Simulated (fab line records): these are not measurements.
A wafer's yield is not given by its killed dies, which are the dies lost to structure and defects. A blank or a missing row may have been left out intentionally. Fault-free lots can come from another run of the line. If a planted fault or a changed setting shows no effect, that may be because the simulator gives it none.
Which of the tools did it? :: flow nandHarc :: 15 lots with 45 wafers sampled at 2 steps, on a route of 1159 steps

== WHAT THE GAUGES READ, wafer by wafer ==
NHARC_P_CONTACT_INSPECT_27.
lot: L827
measured: day 5 20:02
on: defectInspect-02
rawDefectCount: 277 226 150

lot: L826
measured: day 5 20:34
on: defectInspect-01
rawDefectCount: 324 184 238

lot: L829
measured: day 6 04:15
on: defectInspect-02
rawDefectCount: 191 296 269

lot: L830
measured: day 7 00:13
on: defectInspect-02
rawDefectCount: 358 418 272

lot: L831
measured: day 7 01:11
on: defectInspect-01
rawDefectCount: 489 401 301

lot: L833
measured: day 7 15:14
on: defectInspect-02
rawDefectCount: 458 312 359

lot: L835
measured: day 8 00:02
on: defectInspect-02
rawDefectCount: 221 220 243

lot: L836
measured: day 8 08:14
on: defectInspect-02
rawDefectCount: 243 181 162

lot: L837
measured: day 8 08:46
on: defectInspect-01
rawDefectCount: 471 241 313

lot: L839
measured: day 8 22:04
on: defectInspect-01
rawDefectCount: 311 333 230

lot: L840
measured: day 8 22:37
on: defectInspect-02
rawDefectCount: 813 506 558

lot: L844
measured: day 10 11:33
on: defectInspect-02
rawDefectCount: 638 474 473

lot: L845
measured: day 10 18:45
on: defectInspect-01
rawDefectCount: 164 293 251

lot: L846
measured: day 10 19:54
on: defectInspect-02
rawDefectCount: 460 377 345

lot: L848
measured: day 11 08:28
on: defectInspect-02
rawDefectCount: 179 322 204

== WHAT TOOL EACH LOT RAN ON (gives the tool, then ch and the chambers of the sampled wafers, and finally the start) ==
lot: L827
NHARC_P_CONTACT_CMP_24: cmp-03 ch 0,1,2, day 5 19:38

lot: L826
NHARC_P_CONTACT_CMP_24: cmp-04 ch 2,3, day 5 20:11

lot: L829
NHARC_P_CONTACT_CMP_24: cmp-04 ch 1,3, day 6 03:50

lot: L830
NHARC_P_CONTACT_CMP_24: cmp-01 ch 1,3, day 6 23:49

lot: L831
NHARC_P_CONTACT_CMP_24: cmp-03 ch 0,3, day 7 00:47

lot: L833
NHARC_P_CONTACT_CMP_24: cmp-01 ch 0,1,3, day 7 14:50

lot: L835
NHARC_P_CONTACT_CMP_24: cmp-01 ch 0,1,3, day 7 23:40

lot: L836
NHARC_P_CONTACT_CMP_24: cmp-01 ch 2,3, day 8 07:49

lot: L837
NHARC_P_CONTACT_CMP_24: cmp-03 ch 0,1,2, day 8 08:22

lot: L839
NHARC_P_CONTACT_CMP_24: cmp-01 ch 0,1,2, day 8 21:40

lot: L840
NHARC_P_CONTACT_CMP_24: cmp-04 ch 1,2, day 8 22:13

lot: L844
NHARC_P_CONTACT_CMP_24: cmp-04 ch 0,2, day 10 11:10

lot: L845
NHARC_P_CONTACT_CMP_24: cmp-04 ch 0,2,3, day 10 18:20

lot: L846
NHARC_P_CONTACT_CMP_24: cmp-04 ch 0,2,3, day 10 19:29

lot: L848
NHARC_P_CONTACT_CMP_24: cmp-04 ch 0,2,3, day 11 08:07
- NHARC_P_CONTACT_CMP_24: polishes, t overpolish 30 s, target thk 200 nm.

== WHAT THE TOOLS THEMSELVES READ (means of the sampled wafers that have a number; where no wafer has one, the mark that the record gives instead) ==
NHARC_P_CONTACT_CMP_24.
lot: L827
tool: cmp-03
motorCurrentA (A): 12.1
overpolishRunS (s): 30.005
timeToEndpointS (s): 36.2

lot: L826
tool: cmp-04
motorCurrentA (A): 11.7
overpolishRunS (s): 29.997
timeToEndpointS (s): 41.1

lot: L829
tool: cmp-04
motorCurrentA (A): 11.3
overpolishRunS (s): 30.008
timeToEndpointS (s): 36.1

lot: L830
tool: cmp-01
motorCurrentA (A): 11.4
overpolishRunS (s): 30.000
timeToEndpointS (s): 37.1

lot: L831
tool: cmp-03
motorCurrentA (A): 12.7
overpolishRunS (s): 29.999
timeToEndpointS (s): 36.9

lot: L833
tool: cmp-01
motorCurrentA (A): 11.2
overpolishRunS (s): 30.010
timeToEndpointS (s): 35.0

lot: L835
tool: cmp-01
motorCurrentA (A): 11.9
overpolishRunS (s): 29.997
timeToEndpointS (s): 36.9

lot: L836
tool: cmp-01
motorCurrentA (A): 12.1
overpolishRunS (s): 30.000
timeToEndpointS (s): 40.6

lot: L837
tool: cmp-03
motorCurrentA (A): 12.1
overpolishRunS (s): 30.004
timeToEndpointS (s): 36.8

lot: L839
tool: cmp-01
motorCurrentA (A): 12.0
overpolishRunS (s): 30.000
timeToEndpointS (s): 41.3

lot: L840
tool: cmp-04
motorCurrentA (A): 11.6
overpolishRunS (s): 30.000
timeToEndpointS (s): 41.1

lot: L844
tool: cmp-04
motorCurrentA (A): 12.0
overpolishRunS (s): 30.004
timeToEndpointS (s): 40.9

lot: L845
tool: cmp-04
motorCurrentA (A): 11.7
overpolishRunS (s): 30.003
timeToEndpointS (s): 42.6

lot: L846
tool: cmp-04
motorCurrentA (A): 11.5
overpolishRunS (s): 29.993
timeToEndpointS (s): 38.6

lot: L848
tool: cmp-04
motorCurrentA (A): 11.4
overpolishRunS (s): 29.998
timeToEndpointS (s): 39.1

== THE ANSWER, worked out from the rows above alone ==
Rule: the lots themselves supply what counts as usual. The widest of any qualifying gaps counts: lots, ordered by their means at a reading, are off when they make up no more than a third of the lots, leave a main group of 4 or more, and stand apart from it by 3 or more times the standard deviation of that group's means. If all means in a main group match to the digits the tables above print for the reading, that group is not used. Also off: a lot with no number at a reading for which 4 or more lots have one. Where the step has rows for the other lots, those lots are counted as sound. First the gauges in route order, then the tools' own readings, where a lot's mean is used as printed above. At the first step where some lot is off, the reading lying furthest off is the one used; lots without a number count as furthest.
None of the lots is off at any reading shown; this tells nothing.

== WHAT THE SIMULATOR HAD INSERTED ==
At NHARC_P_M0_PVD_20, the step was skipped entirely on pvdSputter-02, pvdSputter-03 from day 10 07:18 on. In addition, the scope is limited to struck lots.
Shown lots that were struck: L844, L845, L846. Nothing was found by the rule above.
